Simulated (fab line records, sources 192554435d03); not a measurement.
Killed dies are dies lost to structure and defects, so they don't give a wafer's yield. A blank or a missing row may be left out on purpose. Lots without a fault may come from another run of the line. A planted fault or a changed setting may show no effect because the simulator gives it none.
fab line records | flow n5_finfet
record lots=3 wafers=9 last_day=19
route steps=1938 shown MOL_CONTACT_COAG@624 BEOL_M0_SAQP@632 BEOL_M4@1111 PASSIVATION@1936
lots that met no fault: from a run of the same line without faults
start_h: hours from the record's first day to the start of the lot's first wafer shown | wait_h: hours since the lot's step before | " the same as in the row above | L1.1+2: a row that stands for several wafers | - no value, or no start given | * or withheld: withheld | < > ~ a bound
route shown NAME@n: a module of which the file shows steps, and the number in the route of the first | usual: mean/standard deviation of fault-free wafers | same: alike in all rows | chamber/n: place in a boat | sites: the reading at each site | _std_site: their standard deviation | _edge_site: outer sites' mean less inner sites' | radius_mm: how far each site lies from the wafer's centre | mask NAME#n: copy n | behind: the tool/chamber that last shaped the wafer | hold: why the lot was held/for how many hours/how that ended | device: the transistor (n, p or np) that didn't switch | end of line: the same wafers' tests at the end of the route | a step without rows: its recipe alone | killed: dies lost to structure and defects at the first sort, not the wafer's yield | map: a wafer's dies, x killed, . not, _ none there
set.NAME: the setting as run; set.NAME@STEP: as run at that earlier step | model.NAME: the simulator's own value behind a step, which no gauge read
lots at some steps of the route; a table a step, a row a wafer
services: from which hour (start_h, from the record's first day; less than 0 if before it) a tool's chamber was out of use, for how many hours, and why
## steps
# step N5_MOL_CONTACT_COAG_CVD_140
# recipe material=W target_thk_a=665 mode=selective_fill temp_c=300 time_s=215
# step N5_MOL_CONTACT_COAG_PRECLEAN_127
# recipe chemistry=DIW time_s=57.5 temp_c=23
# step N5_MOL_CONTACT_COAG_SRD_128
# recipe dry_time_s=32 dry=n2_spin spin_rpm=1500
# step N5_MOL_CONTACT_COAG_CMP_52
# recipe stop_on=SiO2 t_overpolish_s=1.5 post_cmp_clean=w_dilute_nh4oh down_force_psi=4 platen_rpm=50.289 pad_velocity_m_s=1.0006 target_thk_nm=66.5
# step N5_MOL_CONTACT_COAG_ANNEAL_112
# recipe temp_c=400 time_s=1800 ambient=HPD2 pressure_atm=10
# step N5_BEOL_M0_SAQP_PECVD_00
# recipe material=SiCN target_thk_a=80 temp_c=withheld precursor=3MS/NH3 pressure_torr=3 rf_w=202 time_s=14
# step N5_BEOL_M0_SAQP_ILD_DEP_01
# recipe material=SiOC target_thk_a=454.19 temp_c=350 precursor=DEMS/O2 pressure_torr=5 rf_w=500 time_s=8.7
# step N5_BEOL_M0_SAQP_HM_DEP_02
# recipe material=TiN target_thk_a=120 temp_c=25 chamber_pressure_pa=0.49996
# step N5_BEOL_M0_SAQP_PECVD_03
# recipe material=SiCN target_thk_a=120 temp_c=withheld precursor=3MS/NH3 pressure_torr=3 rf_w=202 time_s=21.1
# step N5_BEOL_M0_SAQP_PECVD_96
# recipe material=a-Si target_thk_a=450 temp_c=350 precursor=SiH4/He pressure_torr=3 rf_w=100 time_s=45.2
# usual heater_power_w=628/63 run_length_s=81.4/0.54 showerhead_plenum_p_Torr=5.70/0.076 throttle_valve_pct=18.2/0.99
# columns lot.wafer tool chamber start_h wait_h heater_power_w run_length_s showerhead_plenum_p_Torr throttle_valve_pct model.a-Si_of_BEOL_M0_SAQP_PECVD_96.thk_nm
L810.3 pecvd-03 1 182.46 0.0 667 99.2 5.59 18.9 61.6
L810.5 " 0 " " 677 82.4 5.68 18.4 44.4
L810.6 " 2 " " 608 81.5 5.60 18.6 44.6
L815.1 pecvd-03 1 252.64 0.0 700 82.0 5.60 18.7 44.4
L815.3 " 0 " " 669 81.8 5.70 18.7 44.2
L815.6 " 1 " " 697 82.4 5.58 18.6 45.2
L821.3 pecvd-04 1 286.90 0.0 615 81.0 5.70 19.9 44.6
L821.5 " 0 " " 582 80.7 5.83 18.5 44.8
L821.6 " 1 " " 635 81.8 5.69 20.3 45.2
# step N5_BEOL_M0_SAQP_PECVD_97
# recipe material=SiNx target_thk_a=230 temp_c=350 precursor=SiH4/NH3/N2 pressure_torr=1.5 rf_w=300 time_s=19.9
# step N5_BEOL_M0_SAQP_PECVD_04
# recipe material=a-Si target_thk_a=600 temp_c=350 precursor=SiH4/He pressure_torr=3 rf_w=100 time_s=60.2
# step N5_BEOL_M0_SAQP_HM_DEP_111
# recipe material=SiO2 target_thk_a=120 temp_c=400 precursor=SiH4/N2O pressure_torr=0.75 rf_w=275 time_s=7.2
# step N5_BEOL_M0_SAQP_COAT_81
# recipe resist=SOC temp_c=250 time_s=60 spin_rpm=1500 resist_thk_nm=100
# step N5_BEOL_M0_SAQP_COAT_82
# recipe resist=SiARC temp_c=220 time_s=60 spin_rpm=1500 resist_thk_nm=30
# step N5_BEOL_M0_SAQP_COAT_08
# recipe resist=CAR-ArF spin_rpm=1500 resist_thk_nm=90
# step N5_BEOL_M0_SAQP_EBR_10
# recipe solvent=PGMEA ebr_width_mm=1.5
# step N5_BEOL_M0_SAQP_SOFTBAKE_09
# recipe temp_c=110 time_s=60 resist=CAR-ArF
# step N5_BEOL_M0_SAQP_EXPOSE_11
# recipe mask_id=M0_CORE na=1.35 source_shape=dipole sigma_inner=0.538 sigma_outer=0.738 polarization=te target_cd_nm=42 dose_mj=55
# step N5_BEOL_M0_SAQP_PEB_12
# recipe peb_temp_c=withheld peb_time_s=60 resist=CAR-ArF
# step N5_BEOL_M0_SAQP_DEVELOP_13
# recipe develop_time_s=30 developer=TMAH resist=CAR-ArF dev_temp_c=23 rinse_liquid=diw dry=air_spin
# step N5_BEOL_M0_SAQP_DESCUM_19
# recipe chemistry=O2 time_s=7.9 source_power_w=50 bias_power_w=20 pressure_mtorr=20 rf_frequency_hz=2.712e+07 temp_c=40 resist=CAR-ArF o2_flow_sccm=225
# step N5_BEOL_M0_SAQP_ETCH_83
# recipe chemistry=CF4 target=SiARC target_depth_a=390 mask_material=CAR-ArF time_s=65 ion_energy_ev=80 pressure_mtorr=40 source_w=545 bias_w=36 Ar_flow_sccm=100 cf4_flow_sccm=100 ends=cleared
# step N5_BEOL_M0_SAQP_ETCH_84
# recipe chemistry=N2/H2 target=SOC target_depth_a=1000 overetch_a=200 mask_material=SiARC temp_c=40 time_s=150 ion_energy_ev=200 pressure_mtorr=30 source_w=840 bias_w=150 n2_flow_sccm=200 h2_flow_sccm=200
# step N5_BEOL_M0_SAQP_STRIP_80
# recipe chemistry=N2/H2 temp_c=40 n2_flow_sccm=200 h2_flow_sccm=200 rf_frequency_hz=6e+07
# step N5_BEOL_M0_SAQP_HM_OPEN_112
# recipe chemistry=CHF3/O2 target=SiO2 stop_on=a-Si target_depth_a=120 over_etch_frac=1.25 mask_material=SOC time_s=13.5 pressure_mtorr=30 source_w=650 bias_w=170 Ar_flow_sccm=200 CHF3_flow_sccm=50 O2_flow_sccm=5 ion_energy_ev=200 ends=end_point
# step N5_BEOL_M0_SAQP_STRIP_113
# recipe chemistry=CHF3/O2 resist=SiARC rf_frequency_hz=6e+07
# step N5_BEOL_M0_SAQP_MANDREL_ETCH_20
# recipe target_depth_a=600 chemistry=HBr/Cl2 target=a-Si stop_on=SiNx bt_time_s=10 mask_material=SOC over_etch_frac=0.5 time_s=30 pressure_mtorr=10 icp_w=800 bias_w=75 HBr_flow_sccm=150 Cl2_flow_sccm=80 ends=end_point
# step N5_BEOL_M0_SAQP_STRIP_86
# recipe chemistry=N2/H2 power_w=500 temp_c=40 pressure_mtorr=50 rf_frequency_hz=6e+07 overash_fraction=0.3 bias_power_w=28 h2_frac=0.5 n2_flow_sccm=300 h2_flow_sccm=300
# step N5_BEOL_M0_SAQP_STRIP_115
# recipe chemistry=post_etch_residue_remover time_s=60 temp_c=25 remover_ph=withheld remover_water_wt_pct=withheld remover_fluoride_wt_pct=withheld
# step N5_BEOL_M0_SAQP_SRD_93
# recipe dry=ipa_marangoni time_s=30 temp_c=23 rinse_liquid=diw
# step N5_BEOL_M0_SAQP_RECESS_114
# recipe chemistry=HF/NH3 target=SiO2 target_depth_a=144 afs_cycles=3 temp_c=30 sublimation_temp_c=180 sublimation_time_s=60
# step N5_BEOL_M0_SAQP_SPACER1_ALD_98
# recipe material=SiO2 target_thk_a=128 temp_c=300 ald_precursor_family=BDEAS ald_co_reactant=O2-plasma pulse_time_s=1 purge_time_s=2 co_reactant_purge_time_s=2 ald_cycles=138 pressure_torr=2
# step N5_BEOL_M0_SAQP_SPACER1_ETCHBACK_99
# recipe chemistry=CHF3/O2 mode=anisotropic_etchback target=SiO2 target_depth_a=154 time_s=7.7 pressure_mtorr=30 source_w=650 bias_w=170 Ar_flow_sccm=200 CHF3_flow_sccm=50 O2_flow_sccm=5 ion_energy_ev=200
# step N5_BEOL_M0_SAQP_MANDREL1_REMOVE_100
# recipe chemistry=HBr/Cl2/O2 bt_time_s=10 target=a-Si stop_on=SiNx endpoint=OES-SiCl over_etch_frac=0.85 icp_w=600 bias_w=30 HBr_flow_sccm=150 Cl2_flow_sccm=80 O2_flow_sccm=5 pressure_mtorr=10
# step N5_BEOL_M0_SAQP_MANDREL_ETCH_103
# recipe chemistry=HBr/Cl2 target=a-Si target_depth_a=450 bt_time_s=10 stop_on=SiCN mask_material=SiO2 over_etch_frac=0.8 time_s=27 pressure_mtorr=10 icp_w=800 bias_w=75 HBr_flow_sccm=150 Cl2_flow_sccm=80 ends=end_point
# usual drypump_motor_current_A=5.6/0.59 he_backside_leak_sccm=2.7/0.33 oes_product_au=0.678/0.012 throttle_valve_pct=35.5/0.32
# columns lot.wafer tool chamber start_h wait_h drypump_motor_current_A he_backside_leak_sccm oes_product_au rf_hours_counter_h throttle_valve_pct model.etch.depth_nm
L810.3 rie_si-05 2 190.21 0.0 5.2 2.9 0.793 112 34.7 61.6
L810.5 " 3 " " 6.1 2.4 0.668 - 35.7 44.42
L810.6 " 0 " " 5.7 2.9 0.676 - 35.5 44.69
L815.1 rie_si-05 3 256.22 0.0 6.1 2.5 0.671 69 35.7 44.31
L815.3 " 2 " " 5.2 2.9 0.655 113 35.1 44.24
L815.6 " 0 " " 5.7 3.0 0.672 - 35.5 45.15
L821.3 rie_si-03 2 290.31 0.0 6.7 2.3 0.655 1 35.0 44.69
L821.5 " 3 " " 4.7 2.9 0.683 - 36.0 44.82
L821.6 " 0 " " 5.1 2.5 0.688 - 35.5 45.27
# step N5_BEOL_M0_SAQP_SPACER2_ETCHBACK_27
# recipe chemistry=CHF3/O2 mode=anisotropic_etchback target=SiO2 target_depth_a=225 time_s=11.25 pressure_mtorr=30 source_w=650 bias_w=170 Ar_flow_sccm=200 CHF3_flow_sccm=50 O2_flow_sccm=5 ion_energy_ev=200
# usual drypump_motor_current_A=5.8/0.33 oes_f_703_au=0.77/0.084 oes_product_au=0.77/0.089 rf_vpp_V=523/4 showerhead_plenum_p_Torr=2.40/0.073 throttle_valve_pct=18.97/0.19
# columns lot.wafer tool chamber start_h wait_h drypump_motor_current_A oes_f_703_au oes_product_au rf_hours_counter_h rf_vpp_V showerhead_plenum_p_Torr throttle_valve_pct model.a-Si_of_BEOL_M0_SAQP_PECVD_96.thk_nm
L810.3 rie_diel-03 0 191.97 0.3 6.0 0.81 0.81 96 527 2.52 18.91 59.4
L810.5 " 2 " " 5.7 0.69 0.70 - 526 2.30 19.08 42.2
L810.6 " 3 " " 5.5 0.70 0.71 - 528 2.50 19.09 42.4
L815.1 rie_diel-02 3 260.48 0.3 5.9 0.74 0.72 194 514 2.30 18.84 42.2
L815.3 " 1 " " 5.6 0.74 0.73 174 519 2.30 19.13 42
L815.6 " 3 " " 5.9 0.73 0.73 - 512 2.30 18.85 43
L821.3 rie_diel-03 0 293.39 0.3 5.9 0.78 0.78 126 526 2.51 18.97 42.6
L821.5 " 1 " " 5.7 0.71 0.69 - 519 2.39 19.30 42.6
L821.6 " 0 " " 5.9 0.78 0.78 - 526 2.51 18.97 43.2
# step N5_BEOL_M4_RC_MEAS_101
# usual DIBL_N=36.5/1.2 DIBL_P=36.5/1.6 IOFF_N=0.162/0.023 IOFF_P=0.221/0.03 ION_N=678/8 ION_P=466/6.3 SS_N=71.6/0.46 SS_P=73.3/0.57 VT_N=249.2/2.6 VT_P=-249/3.3
# columns lot.wafer tool chamber start_h wait_h DIBL_N[mV/V] DIBL_P[mV/V] IOFF_N[nA/um] IOFF_P[nA/um] ION_N[uA/um] ION_P[uA/um] SS_N[mV/dec] SS_P[mV/dec] VT_N[mV] VT_P[mV]
L810.3 prober-01 0 266.31 0.3 38.2 38.9 0.199 0.260 687 467 71.7 74.9 245.0 -247
L810.5 " 0 " " 37.3 37.8 0.168 0.229 671 458 71.9 73.2 252.6 -250
L810.6 " 0 " " 36.4 37.0 0.165 0.218 676 468 71.7 73.2 248.3 -251
L815.1 prober-02 0 312.30 0.0 36.4 36.1 0.158 0.201 679 463 71.0 72.4 250.3 -251
L815.3 " 0 " " 36.2 35.2 0.147 0.186 672 454 71.3 73.0 252.0 -253
L815.6 " 0 " " 36.1 35.6 0.155 0.191 670 461 71.5 72.4 247.4 -252
L821.3 prober-02 0 361.84 0.3 35.3 34.2 0.128 0.175 664 456 70.1 72.8 250.6 -257
L821.5 " 0 " " 36.8 36.3 0.149 0.200 668 463 71.1 72.9 251.3 -252
L821.6 " 0 " " 36.7 36.7 0.161 0.210 683 465 71.8 73.6 251.0 -253
# step N5_PASSIVATION_PROBE_49
# usual defect_limited_yield=91.2/1.3 killed_at_M0_to_M3=34/9.2 killed_at_M4_up=14/5 killed_at_contacts=13/6.7 killed_at_front_end=39/12 killed_at_other=4/3.3 killed_dies=104/15 killed_open=68/12 killed_short=34/7.5 sort_bin_5_function=5.2/0.87 sort_bin_6_memory=3.3/0.63 sort_n_pass=1076/15 sort_yield_pct=91.2/1.3
# same gross_dies=1180 killed_at_back_side=0 sort_bin_4_leakage[%]=0 sort_bin_8_speed[%]=0
# columns lot.wafer tool chamber start_h wait_h defect_limited_yield[%] killed_at_M0_to_M3 killed_at_M4_up killed_at_contacts killed_at_front_end killed_at_other killed_dies killed_open killed_short sort_bin_5_function[%] sort_bin_6_memory[%] sort_n_pass sort_yield_pct[%]
L810.3 prober-01 - 369.58 0.1 92.2 24 12 6 46 4 92 65 27 4.9 2.5 1088 92.2
L810.5 prober-01 - 369.68 0.2 93.7 23 14 1 33 3 74 53 17 3.1 3.1 1106 93.7
L810.6 prober-01 - 369.73 0.3 91.5 26 20 4 45 5 100 63 35 5.6 2.5 1080 91.5
L815.1 prober-01 - 420.31 0.0 91.9 42 11 12 30 1 96 64 31 5.3 2.7 1084 91.9
L815.3 prober-01 - 420.41 0.1 92.0 44 9 11 29 1 94 71 23 5.3 2.4 1086 92.0
L815.6 prober-01 - 420.56 0.3 93.1 25 11 7 33 6 82 49 33 4.4 2.4 1098 93.1
L821.3 prober-01 - 461.63 0.1 91.2 41 14 10 35 4 104 60 41 5.6 2.6 1076 91.2
L821.5 prober-01 - 461.73 0.2 92.5 41 12 6 20 9 88 53 34 4.0 3.1 1092 92.5
L821.6 prober-01 - 461.78 0.3 90.1 59 18 5 32 3 117 75 38 6.3 3.6 1063 90.1
# killed by level:class
L810.3 FIN_SAQP:geometric_particle:open=17 STI_FIN_REVEAL:geometric_particle:open=10 BEOL_M1:geometric_particle:open=8 MOL_CONTACT_COAG:geometric_particle:open=5 BEOL_M0_SAQP:geometric_particle:short=5 BEOL_M4:geometric_particle:open=5 BEOL_M4:geometric_particle:short=4 FIN_SAQP:geometric_particle:short=3
L810.5 BEOL_M4:geometric_particle:open=9 FIN_SAQP:geometric_particle:open=6 BEOL_M0_SAQP:geometric_particle:open=6 FIN_SAQP:geometric_particle:short=5 BEOL_M1:geometric_particle:open=5 STARTING-WAFER:geometric_particle:open=5 STARTING-WAFER:geometric_particle:short=5 GATE_CUT:geometric_particle:open=4
L810.6 FIN_SAQP:geometric_particle:open=22 BEOL_M4:geometric_particle:open=11 FIN_SAQP:geometric_particle:short=7 BEOL_M0_SAQP:geometric_particle:short=7 BEOL_M1:geometric_particle:open=6 GATE_CUT:geometric_particle:short=5 BEOL_M0_SAQP:geometric_particle:open=4 ILD0:geometric_particle:short=3
L815.1 BEOL_M0_SAQP:geometric_particle:open=10 STI_FIN_REVEAL:geometric_particle:open=8 MOL_CONTACT_COAG:geometric_particle:open=8 BEOL_M0_SAQP:geometric_particle:short=7 BEOL_M1:geometric_particle:open=7 BEOL_M3:geometric_particle:open=6 BEOL_M2:geometric_particle:open=5 FIN_SAQP:geometric_particle:short=4
L815.3 BEOL_M1:geometric_particle:open=17 MOL_CONTACT_COAG:geometric_particle:open=10 BEOL_M2:geometric_particle:open=9 FIN_SAQP:geometric_particle:short=8 BEOL_M3:geometric_particle:open=7 STI_FIN_REVEAL:geometric_particle:open=5 FIN_SAQP:geometric_particle:open=4 DUMMY_GATE:geometric_particle:open=4
L815.6 FIN_SAQP:geometric_particle:short=13 BEOL_M1:geometric_particle:open=8 FIN_SAQP:geometric_particle:open=5 BEOL_M2:geometric_particle:open=5 MOL_CONTACT_COAG:geometric_particle:open=4 BEOL_M4:geometric_particle:open=4 BEOL_M0_SAQP:geometric_particle:open=4 PASS1_CAP:geometric_particle:open=4
L821.3 BEOL_M0_SAQP:geometric_particle:open=12 BEOL_M3:geometric_particle:open=10 BEOL_M0_SAQP:geometric_particle:short=9 STARTING-WAFER:geometric_particle:short=8 MOL_CONTACT_COAG:geometric_particle:open=7 GATE_CUT:geometric_particle:short=6 BEOL_M3:geometric_particle:short=4 BEOL_M4:geometric_particle:open=4
L821.5 BEOL_M0_SAQP:geometric_particle:open=10 BEOL_M0_SAQP:geometric_particle:short=8 BEOL_M2:geometric_particle:open=7 BEOL_M3:geometric_particle:open=6 FIN_SAQP:geometric_particle:open=4 FIN_SAQP:geometric_particle:short=4 STI_FIN_REVEAL:geometric_particle:open=4 MOL_CONTACT_COAG:geometric_particle:open=4
L821.6 BEOL_M0_SAQP:geometric_particle:open=18 BEOL_M0_SAQP:geometric_particle:short=17 FIN_SAQP:geometric_particle:open=11 BEOL_M4:geometric_particle:open=9 BEOL_M2:geometric_particle:open=9 BEOL_M3:geometric_particle:open=9 STI_FIN_REVEAL:geometric_particle:open=7 BEOL_M3:geometric_particle:short=5
## services
# columns tool chamber start_h hours kind
rie_diel-02 0 173.56 - clean
rie_diel-02 0 173.56 - consumable_replace:focus_ring
rie_diel-02 0 173.56 25.7 scheduled_down
rie_diel-02 0 173.56 25.7 vent_cycle
rie_si-03 2 198.78 - clean
rie_si-03 2 198.78 14.2 scheduled_down
rie_si-03 2 198.78 14.2 vent_cycle
pecvd-03 2 202.38 - clean
pecvd-03 2 202.38 - consumable_replace:showerhead
pecvd-03 2 202.38 29.0 scheduled_down
pecvd-03 2 202.38 29.0 vent_cycle
rie_si-03 2 217.56 15.9 repair
pecvd-04 1 220.45 2.1 scheduled_down
rie_si-05 0 238.69 2.3 repair
rie_diel-02 - 241.35 2.8 pm
rie_diel-02 3 250.98 4.4 repair
rie_diel-03 3 251.86 6.5 repair
## key
first_sign step=N5_BEOL_M0_SAQP_PECVD_96 reading=run_length_s direction=up sigmas=33 usual=* struck=*
effect step=N5_BEOL_M0_SAQP_MANDREL_ETCH_103 reading=oes_product_au direction=up sigmas=9.3 usual=0.678 struck=0.793
model_effect step=N5_BEOL_M0_SAQP_PECVD_96 value=a-Si_of_BEOL_M0_SAQP_PECVD_96.thk_nm without=44.8 struck=61.6
model_effect step=N5_BEOL_M0_SAQP_MANDREL_ETCH_103 value=etch.depth_nm without=44.79 struck=61.6
model_effect step=N5_BEOL_M0_SAQP_SPACER2_ETCHBACK_27 value=a-Si_of_BEOL_M0_SAQP_PECVD_96.thk_nm without=42.6 struck=59.4
met_at N5_BEOL_M0_SAQP_PECVD_96
struck_wafers L810.3
fault kind=process_parameter_drift tool=pecvd-03 chamber=1 onset_h=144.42 steps=N5_BEOL_M0_SAQP_PECVD_96 channel=time_s offset=* shape=step end_h=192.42 acts_in=* stated=*
